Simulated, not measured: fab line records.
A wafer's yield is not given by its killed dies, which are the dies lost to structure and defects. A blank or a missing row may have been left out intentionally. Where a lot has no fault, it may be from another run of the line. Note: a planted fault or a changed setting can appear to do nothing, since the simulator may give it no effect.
Matching of chambers + flow nand_harc + NHARC_A_STAIRCASE_DEP_151 on pecvd-03 has 3 sister chambers
The step deposits SiO2, target thk 3800 nm. 14 wafers are shown with their chamber, then 7 later ones without.

## WAFERS, EACH WITH ITS CHAMBER
| wafer  | chamber | heater_power_w (W) | heater_power_outer_w (W) | mfc_precursor_sccm (sccm) |
|--------|---------|--------------------|--------------------------|---------------------------|
| L079.4 | 2       | 548                | 329                      | 199.9                     |
| L079.5 | 0       | 694                | 412                      | 199.8                     |
| L079.6 | 1       | 642                | 350                      | 200.2                     |
| L083.1 | 2       | 607                | 364                      | 200.4                     |
| L083.2 | 0       | 783                | 459                      | 200.6                     |
| L083.3 | 1       | 818                | 464                      | 200.0                     |
| L085.1 | 1       | 687                | 384                      | 200.1                     |
| L085.2 | 2       | 675                | 425                      | 199.8                     |
| L085.6 | 2       | 542                | 336                      | 199.8                     |
| L092.1 | 0       | 837                | 521                      | 199.1                     |
| L092.3 | 1       | 684                | 365                      | 200.3                     |
| L092.5 | 0       | 698                | 408                      | 200.0                     |
| L093.3 | 1       | 808                | 474                      | 200.1                     |
| L093.5 | 2       | 547                | 324                      | 200.3                     |

SIGNATURES (averages over the wafers above)
| reading              | chamber 0 | chamber 1 | chamber 2 | scatter within a chamber |
|----------------------|-----------|-----------|-----------|--------------------------|
| heater_power_w       | 753.00    | 727.80    | 583.80    | 69.6                     |
| heater_power_outer_w | 450.00    | 407.40    | 355.60    | 51                       |
| mfc_precursor_sccm   | 199.875   | 200.140   | 200.040   | 0.373                    |
Rule: for each reading, subtract the chamber's mean from the wafer's reading, divide by that reading's scatter and square the result; add these up over the readings and take the root, which gives the wafer's distance from the chamber. The wafer belongs to the nearest chamber; if the next one is less than 2 further off, it can't be placed. The scatter: take each reading less its chamber's mean, square it, sum over the shown wafers, divide by the number of wafers less the number of chambers, and take the root.

## WAFERS MISSING THEIR CHAMBER
| wafer  | heater_power_w (W) | heater_power_outer_w (W) | mfc_precursor_sccm (sccm) |
|--------|--------------------|--------------------------|---------------------------|
| L093.6 | 698                | 411                      | 199.9                     |
| L094.2 | 632                | 401                      | 199.9                     |
| L094.3 | 798                | 465                      | 201.2                     |
| L094.4 | 540                | 329                      | 199.3                     |
| L096.1 | 583                | 347                      | 200.8                     |
| L096.3 | 831                | 530                      | 199.5                     |
| L096.4 | 704                | 412                      | 199.7                     |

## THE CHAMBER EACH PASSED THROUGH
| wafer  | from the rows above          | in truth |
|--------|------------------------------|----------|
| L093.6 | can't be placed: 1 or 0 or 2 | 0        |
| L094.2 | can't be placed: 2 or 1 or 0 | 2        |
| L094.3 | can't be placed: 1 or 0 or 2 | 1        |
| L094.4 | can't be placed: 2 or 1      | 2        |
| L096.1 | can't be placed: 2 or 1 or 0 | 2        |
| L096.3 | can't be placed: 0 or 1      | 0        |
| L096.4 | can't be placed: 0 or 1 or 2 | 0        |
0 of 7 placed correctly. From these rows, 7 cannot be placed; in 7 the true chamber is one of the candidates. Wrongly placed: 0.
